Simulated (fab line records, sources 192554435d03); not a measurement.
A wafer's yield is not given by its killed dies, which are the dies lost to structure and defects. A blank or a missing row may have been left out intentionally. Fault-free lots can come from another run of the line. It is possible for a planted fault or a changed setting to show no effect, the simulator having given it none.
Matching of chambers || flow n5-finfet || rie-diel-06 running N5_PASSIVATION_PASS_ETCH_47: 3 sister chambers
The step etches SiNx in CF4/O2, target depth 770 nm, time 385 s. 14 wafers are shown with their chamber, then 6 later ones without.

## WAFERS WITH THEIR CHAMBER
{"wafer": "L700.2", "chamber": 3, "drypump-motor-current-A (A)": 6.5, "rf-vpp-V (V)": 226, "showerhead-plenum-p-Torr (Torr)": 2.11}
{"wafer": "L700.4", "chamber": 0, "drypump-motor-current-A (A)": 6.6, "rf-vpp-V (V)": 235, "showerhead-plenum-p-Torr (Torr)": 2.18}
{"wafer": "L700.6", "chamber": 3, "drypump-motor-current-A (A)": 6.5, "rf-vpp-V (V)": 228, "showerhead-plenum-p-Torr (Torr)": 2.11}
{"wafer": "L702.1", "chamber": 3, "drypump-motor-current-A (A)": 6.5, "rf-vpp-V (V)": 227, "showerhead-plenum-p-Torr (Torr)": 2.11}
{"wafer": "L702.4", "chamber": 0, "drypump-motor-current-A (A)": 6.6, "rf-vpp-V (V)": 237, "showerhead-plenum-p-Torr (Torr)": 2.18}
{"wafer": "L702.6", "chamber": 1, "drypump-motor-current-A (A)": 6.0, "rf-vpp-V (V)": 242, "showerhead-plenum-p-Torr (Torr)": 2.15}
{"wafer": "L705.1", "chamber": 3, "drypump-motor-current-A (A)": 6.5, "rf-vpp-V (V)": 227, "showerhead-plenum-p-Torr (Torr)": 2.11}
{"wafer": "L705.3", "chamber": 0, "drypump-motor-current-A (A)": 6.6, "rf-vpp-V (V)": 237, "showerhead-plenum-p-Torr (Torr)": 2.18}
{"wafer": "L705.6", "chamber": 1, "drypump-motor-current-A (A)": 6.0, "rf-vpp-V (V)": 241, "showerhead-plenum-p-Torr (Torr)": 2.15}
{"wafer": "L718.1", "chamber": 1, "drypump-motor-current-A (A)": 6.0, "rf-vpp-V (V)": 242, "showerhead-plenum-p-Torr (Torr)": 2.14}
{"wafer": "L718.4", "chamber": 0, "drypump-motor-current-A (A)": 6.7, "rf-vpp-V (V)": 239, "showerhead-plenum-p-Torr (Torr)": 2.17}
{"wafer": "L718.6", "chamber": 3, "drypump-motor-current-A (A)": 6.5, "rf-vpp-V (V)": 228, "showerhead-plenum-p-Torr (Torr)": 2.10}
{"wafer": "L719.2", "chamber": 3, "drypump-motor-current-A (A)": 6.4, "rf-vpp-V (V)": 226, "showerhead-plenum-p-Torr (Torr)": 2.09}
{"wafer": "L719.4", "chamber": 1, "drypump-motor-current-A (A)": 6.0, "rf-vpp-V (V)": 242, "showerhead-plenum-p-Torr (Torr)": 2.14}

SIGNATURES (averages over the wafers above)
{"reading": "drypump-motor-current-A", "chamber 0": 6.625, "chamber 1": 6.000, "chamber 3": 6.483, "scatter within a chamber": 0.0379}
{"reading": "rf-vpp-V", "chamber 0": 237.00, "chamber 1": 241.75, "chamber 3": 227.00, "scatter within a chamber": 1.08}
{"reading": "showerhead-plenum-p-Torr", "chamber 0": 2.1775, "chamber 1": 2.1450, "chamber 3": 2.1050, "scatter within a chamber": 0.00691}
Rule: a wafer's distance from a chamber is the root of the sum, over the readings, of the square of ((its reading less the chamber's mean) divided by the reading's scatter). If the next closest chamber is less than 2 further off than the closest, the wafer can't be placed; otherwise it belongs to the closest. The scatter: take each reading less its chamber's mean, square it, sum over the shown wafers, divide by the number of wafers less the number of chambers, and take the root.

## WAFERS MISSING THEIR CHAMBER
{"wafer": "L719.5", "drypump-motor-current-A (A)": 6.5, "rf-vpp-V (V)": 229, "showerhead-plenum-p-Torr (Torr)": 2.09}
{"wafer": "L717.1", "drypump-motor-current-A (A)": 6.0, "rf-vpp-V (V)": 239, "showerhead-plenum-p-Torr (Torr)": 2.14}
{"wafer": "L717.3", "drypump-motor-current-A (A)": 6.5, "rf-vpp-V (V)": 229, "showerhead-plenum-p-Torr (Torr)": 2.09}
{"wafer": "L722.1", "drypump-motor-current-A (A)": 6.4, "rf-vpp-V (V)": 227, "showerhead-plenum-p-Torr (Torr)": 2.09}
{"wafer": "L722.5", "drypump-motor-current-A (A)": 6.5, "rf-vpp-V (V)": 227, "showerhead-plenum-p-Torr (Torr)": 2.09}
{"wafer": "L722.6", "drypump-motor-current-A (A)": 6.6, "rf-vpp-V (V)": 237, "showerhead-plenum-p-Torr (Torr)": 2.16}

## THE CHAMBER EACH PASSED THROUGH
{"wafer": "L719.5", "from the rows above": 3, "in truth": 3}
{"wafer": "L717.1", "from the rows above": 1, "in truth": 1}
{"wafer": "L717.3", "from the rows above": 3, "in truth": 3}
{"wafer": "L722.1", "from the rows above": 3, "in truth": 3}
{"wafer": "L722.5", "from the rows above": 3, "in truth": 3}
{"wafer": "L722.6", "from the rows above": 0, "in truth": 0}
Placed correctly: 6 of 6. From these rows, 0 cannot be placed. Placed wrongly: 0.
